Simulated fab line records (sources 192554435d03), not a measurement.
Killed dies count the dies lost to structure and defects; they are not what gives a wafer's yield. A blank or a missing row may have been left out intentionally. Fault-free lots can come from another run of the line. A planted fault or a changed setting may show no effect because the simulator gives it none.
fab line records    flow n5Finfet
[record] lots = 11  wafers = 31  lastDay = 19
route steps=1938 shown BEOL_M15@1811 PASS1_DEP@1831 MIM_BOT@1833
lots with no fault: from the same line, run without faults
startH: the number of hours between the record's first day and the start of the first shown wafer of the lot    waitH: hours from the lot's prior step to this one    " same as the row above    L1.1+2: several wafers, shown together as one row    - either no value or no given start    * or withheld: withheld    < > ~ a bound
route shown NAME@n: NAME is a module with steps in the file, n the number in the route of the first one    usual: mean and standard deviation over wafers with no fault    same: alike in all rows    chamber/n: place in a boat    sites: the reading at each site    _std_site: the values' standard deviation    _edge_site: mean of outer sites minus mean of inner sites    radiusMm: how far each site lies from the wafer's centre    mask NAME#n: copy n    behind: the last tool/chamber to shape the wafer    hold: why the lot was held/for how many hours/how that ended    device: which transistor (n, p or np) failed to switch    end of line: tests of these same wafers at the route's end    where a step has no rows: the recipe by itself    killed: count of dies lost to structure and defects at first sort (not the wafer's yield)    map: a wafer's dies, marking killed ones x, the rest . and places with no die _
set.NAME: the setting the step ran with; set.NAME@STEP: the setting that earlier step ran with    model.NAME: the simulator's own value behind a step, which no gauge read
the route's steps for a sample of lots (tables are steps, rows are wafers)
services: from which hour (startH, from the record's first day; less than 0 if before it) a tool's chamber was out of use, for how many hours, and why
[[steps]]
[step N5_BEOL_M15_STRIP_36]
[recipe] chemistry = O2  powerW = 600  tempC = 60  pressureMtorr = 30  rfFrequencyHz = 6e+07  biasPowerW = 0  overashFraction = 0.3  o2FlowSccm = 225
[usual] drypumpMotorCurrentA = 5.6/0.43  oesProductAu = 0.78/0.085  rfVppV = 3.5/0.95  showerheadPlenumPTorr = 2.08/0.06  throttleValvePct = 16.69/0.23
[same] biasPowerW = 0
lot.wafer  tool        chamber  startH  waitH  drypumpMotorCurrentA  oesProductAu  rfHoursCounterH  rfVppV  showerheadPlenumPTorr  throttleValvePct
L786.1     rieDiel-02  3        275.07  3.0    5.6                   0.87          25               4.2     2.03                   16.39
L786.2     "           2        "       "      6.0                   0.72          186              3.6     2.09                   16.78
L786.6     "           1        "       "      5.6                   0.82          -                2.2     2.02                   16.70
L785.2     rieDiel-05  3        285.18  5.5    5.1                   0.92          13               3.0     2.06                   16.59
L785.3     "           1        "       "      5.6                   0.69          238              3.7     2.14                   16.66
L785.5     "           0        "       "      5.2                   0.81          -                2.7     2.03                   16.37
L787.3     rieDiel-06  2        288.13  1.9    5.6                   0.74          207              4.3     2.16                   16.73
L787.6     "           0        "       "      5.2                   0.78          -                3.8     2.01                   16.91
L791.2     rieDiel-06  3        300.85  1.3    5.6                   0.68          217              3.1     2.17                   16.97
L791.5     "           2        "       "      5.6                   0.71          -                3.3     2.16                   16.70
L791.6     "           0        "       "      5.2                   0.76          -                3.9     2.01                   16.90
L788.1     rieDiel-02  3        303.37  0.1    5.6                   0.86          34               5.0     2.03                   16.41
L788.5     "           1        "       "      5.6                   0.78          -                3.9     2.02                   16.74
L794.1     rieDiel-05  2        344.97  1.6    6.2                   0.78          103              4.1     2.12                   16.46
L794.4     "           2        "       "      6.2                   0.78          -                1.8     2.12                   16.46
L794.5     "           3        "       "      5.1                   0.89          -                3.1     2.05                   16.62
L795.1     rieDiel-02  2        347.69  0.1    6.1                   0.71          208              2.5     2.09                   16.79
L795.5     "           2        "       "      6.0                   0.71          -                3.1     2.09                   16.81
L795.6     "           3        "       "      5.6                   0.83          -                2.7     2.03                   16.39
L797.1     rieDiel-06  2        361.70  0.9    5.6                   0.70          230              3.7     2.15                   16.73
L797.2     "           3        "       "      5.7                   0.68          237              3.0     2.16                   17.01
L797.4     "           0        "       "      5.2                   0.75          164              3.0     2.01                   16.92
L796.1     rieDiel-06  1        371.69  4.6    6.5                   0.90          16               3.1     2.06                   16.43
L796.4     "           3        "       "      5.6                   0.67          239              3.6     2.16                   16.99
L796.5     "           3        "       "      5.6                   0.67          -                3.6     2.16                   17.00
L800.1     rieDiel-05  1        385.09  0.6    5.6                   0.94          11               4.1     2.14                   16.35
L800.3     "           2        "       "      6.2                   0.77          117              3.8     2.11                   16.48
L800.4     "           3        "       "      5.1                   0.87          41               2.8     2.05                   16.63
L808.1     rieDiel-06  1        448.61  3.2    6.5                   0.86          39               3.1     2.05                   16.46
L808.3     "           3        "       "      5.6                   0.92          7                5.6     2.16                   16.60
L808.5     "           3        "       "      5.6                   0.93          -                5.1     2.16                   16.60
[step N5_BEOL_M15_DEP_53]
[recipe] material = SiCN  targetThkA = 500  tempC = withheld  precursor = 3MS/NH3  pressureTorr = 3  rfW = 675  timeS = 17.8
[usual] showerheadPlenumPTorr = 4.16/0.031  throttleValvePct = 17.9/0.77
lot.wafer  tool      chamber  startH  waitH  showerheadPlenumPTorr  throttleValvePct
L786.1     pecvd-04  1        276.92  0.0    4.15                   18.8
L786.2     "         2        "       "      4.18                   17.5
L786.6     "         1        "       "      4.15                   18.7
L785.2     pecvd-03  0        287.31  0.0    4.14                   17.3
L785.3     "         0        "       "      4.15                   17.6
L785.5     "         0        "       "      4.14                   17.3
L787.3     pecvd-01  1        290.00  0.0    4.15                   18.3
L787.6     "         2        "       "      4.14                   17.7
L791.2     pecvd-01  2        302.74  0.0    4.14                   17.6
L791.5     "         1        "       "      4.14                   18.3
L791.6     "         2        "       "      4.14                   17.8
L788.1     pecvd-04  1        305.90  0.0    4.16                   18.5
L788.5     "         2        "       "      4.18                   17.3
L794.1     pecvd-03  1        347.23  0.0    4.14                   17.7
L794.4     "         0        "       "      4.14                   17.6
L794.5     "         1        "       "      4.16                   18.0
L795.1     pecvd-01  2        350.23  0.0    4.14                   17.7
L795.5     "         2        "       "      4.12                   17.5
L795.6     "         1        "       "      4.15                   18.4
L797.1     pecvd-01  0        363.68  0.0    4.20                   16.2
L797.2     "         1        "       "      4.13                   18.3
L797.4     "         0        "       "      4.20                   16.4
L796.1     pecvd-04  2        374.02  0.0    4.18                   17.7
L796.4     "         2        "       "      4.20                   17.4
L796.5     "         1        "       "      4.14                   18.7
L800.1     pecvd-03  1        387.27  0.0    4.15                   17.8
L800.3     "         1        "       "      4.16                   17.9
L800.4     "         2        "       "      4.11                   18.1
L808.1     pecvd-01  1        450.68  0.0    4.13                   18.5
L808.3     "         0        "       "      4.21                   16.4
L808.5     "         0        "       "      4.20                   16.7
[step N5_PASSIVATION_PECVD_00]
[recipe] material = SiO2  targetThkA = 2000  tempC = 400  precursor = SiH4/N2O  pressureTorr = 2.7  rfW = 608  timeS = 11.2
[usual] heaterPowerW = 629/92  showerheadPlenumPTorr = 8.20/0.11  throttleValvePct = 51.1/2.3
lot.wafer  tool      chamber  startH  waitH  heaterPowerW  showerheadPlenumPTorr  throttleValvePct
L786.1     pecvd-04  0        278.00  0.8    427           8.37                   54.3
L786.2     "         1        "       "      596           8.12                   52.9
L786.6     "         2        "       "      594           8.28                   49.8
L785.2     pecvd-04  2        288.40  0.7    625           8.30                   49.7
L785.3     "         0        "       "      535           8.35                   54.2
L785.5     "         0        "       "      548           8.33                   54.5
L787.3     pecvd-02  1        291.09  0.5    559           8.16                   50.1
L787.6     "         2        "       "      816           8.23                   50.1
L791.2     pecvd-04  2        303.83  0.7    672           8.27                   49.9
L791.5     "         1        "       "      628           8.12                   52.8
L791.6     "         2        "       "      650           8.30                   50.0
L788.1     pecvd-01  0        306.99  0.8    638           8.33                   46.6
L788.5     "         2        "       "      479           8.03                   50.2
L794.1     pecvd-01  1        348.31  0.8    605           8.11                   52.7
L794.4     "         2        "       "      541           8.04                   50.6
L794.5     "         0        "       "      769           8.34                   46.7
L795.1     pecvd-01  1        351.31  0.8    646           8.08                   52.5
L795.5     "         1        "       "      653           8.09                   52.6
L795.6     "         2        "       "      560           8.03                   50.5
L797.1     pecvd-01  0        364.76  0.8    676           8.32                   46.3
L797.2     "         1        "       "      598           8.06                   52.5
L797.4     "         2        "       "      582           8.04                   50.1
L796.1     pecvd-02  2        375.10  0.8    849           8.23                   50.3
L796.4     "         0        "       "      697           8.15                   51.3
L796.5     "         1        "       "      613           8.16                   50.5
L800.1     pecvd-02  2        388.37  0.8    758           8.24                   50.2
L800.3     "         2        "       "      766           8.25                   50.4
L800.4     "         0        "       "      763           8.17                   51.7
L808.1     pecvd-04  0        451.76  0.8    494           8.36                   55.6
L808.3     "         0        "       "      502           8.32                   55.2
L808.5     "         2        "       "      628           8.29                   50.6
[step N5_MIM_BOT_SPUTTER_00]
[recipe] material = TiN  targetThkA = 350  tempC = 200  powerW = 3000  chamberPressurePa = 0.49996  gas = Ar  reactivePartialPa = 0.37997  timeS = 89.7
[usual] cathodeDcPowerW = 3000.0/0.56  chamberPressurePa = 0.5001/0.00097  throttleValvePct = 30.1/1.2
lot.wafer  tool           chamber  startH  waitH  cathodeDcPowerW  chamberPressurePa  throttleValvePct
L786.1     pvdSputter-02  -        278.65  0.0    2999.5           0.5006             32.0
L786.2     "              -        "       "      2999.7           0.5005             29.3
L786.6     "              -        "       "      2999.8           0.5000             31.7
L785.2     pvdSputter-03  -        293.60  4.8    3000.1           0.5013             29.0
L785.3     "              -        "       "      3000.6           0.4996             30.9
L785.5     "              -        "       "      2998.8           0.5018             30.5
L787.3     pvdSputter-03  -        294.20  0.0    2999.6           0.5003             31.0
L787.6     "              -        "       "      2999.9           0.5000             30.2
L791.2     pvdSputter-02  -        306.28  0.0    3000.3           0.4997             28.2
L791.5     "              -        "       "      3000.3           0.5000             28.8
L791.6     "              -        "       "      3000.8           0.4998             31.9
L788.1     pvdSputter-02  -        307.86  0.0    2999.7           0.5005             30.1
L788.5     "              -        "       "      2999.7           0.5009             29.4
L794.1     pvdSputter-02  -        349.93  0.0    3000.3           0.4990             29.6
L794.4     "              -        "       "      3000.6           0.4978             31.8
L794.5     "              -        "       "      3001.1           0.5000             29.3
L795.1     pvdSputter-03  -        353.46  0.0    3001.0           0.4996             29.1
L795.5     "              -        "       "      2999.6           0.4991             29.1
L795.6     "              -        "       "      3000.6           0.5000             29.0
L797.1     pvdSputter-02  -        365.19  0.0    3000.3           0.5006             31.7
L797.2     "              -        "       "      3000.2           0.5007             28.6
L797.4     "              -        "       "      2999.9           0.4985             30.2
L796.1     pvdSputter-02  -        375.49  0.0    3000.6           0.6040             26.7
L796.4     "              -        "       "      2999.3           0.6011             25.8
L796.5     "              -        "       "      2999.7           0.6054             28.8
L800.1     pvdSputter-02  -        390.61  0.0    2999.4           0.6042             26.8
L800.3     "              -        "       "      3000.3           0.6042             27.0
L800.4     "              -        "       "      3001.0           0.6024             28.9
L808.1     pvdSputter-02  -        452.53  0.0    2999.9           0.4992             30.1
L808.3     "              -        "       "      3000.7           0.5012             29.8
L808.5     "              -        "       "      3000.1           0.4984             28.3
[[services]]
tool        chamber  startH  hours  kind
rieDiel-02  -        257.56  0.3    repair
rieDiel-05  2        260.27  5.0    repair
rieDiel-02  0        271.01  5.8    repair
pecvd-03    1        278.44  12.3   repair
rieDiel-06  -        295.07  0.1    repair
pecvd-02    -        299.94  5.5    pm
pecvd-03    0        300.65  12.7   repair
pecvd-01    0        310.77  1.8    repair
rieDiel-05  3        319.91  10.7   repair
pecvd-04    1        321.81  5.6    repair
pecvd-02    -        323.14  0.7    repair
pecvd-01    -        326.53  0.5    repair
rieDiel-02  1        328.63  4.6    repair
pecvd-01    -        330.65  0.3    repair
pecvd-01    -        332.47  1.4    repair
rieDiel-02  0        358.37  6.8    repair
rieDiel-05  -        361.43  1.6    repair
rieDiel-02  -        370.37  2.8    pm
pecvd-01    2        383.35  2.1    scheduledDown
pecvd-04    -        398.81  2.8    pm
rieDiel-06  1        410.30  9.1    repair
pecvd-01    1        428.77  2.4    repair
pecvd-04    1        450.33  4.3    repair
pecvd-01    -        451.13  0.7    repair
[[key]]
[firstSign] step = N5_MIM_BOT_SPUTTER_00  reading = chamberPressurePa  direction = up  sigmas = 99+  usual = 0.5001  struck = 0.6035
[effect] step = N5_MIM_BOT_SPUTTER_00  reading = throttleValvePct  direction = down  sigmas = 2.3  usual = *  struck = *
metAt N5_MIM_BOT_SPUTTER_00
struckLots L796,L800
[baselineLoss] step = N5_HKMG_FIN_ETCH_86  wafers = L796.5
notActingAt N5_BEOL_M15_STRIP_36,N5_BEOL_M15_DEP_53,N5_PASSIVATION_PECVD_00
onsetBetween 365.19 375.49
[fault] kind = processParameterDrift  tool = pvdSputter-02  chamber = -  onsetH = 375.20  steps = N5_MIM_BOT_SPUTTER_00  channel = chamberPressurePa  offset = 0.10296  shape = step  endH = 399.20  actsIn = theseRecipesOnly  stated = 0.49996
// baselineLoss: these wafers lose ten dies or more at that step, a loss of the line's own and not of a fault; the sort's usual values leave them out
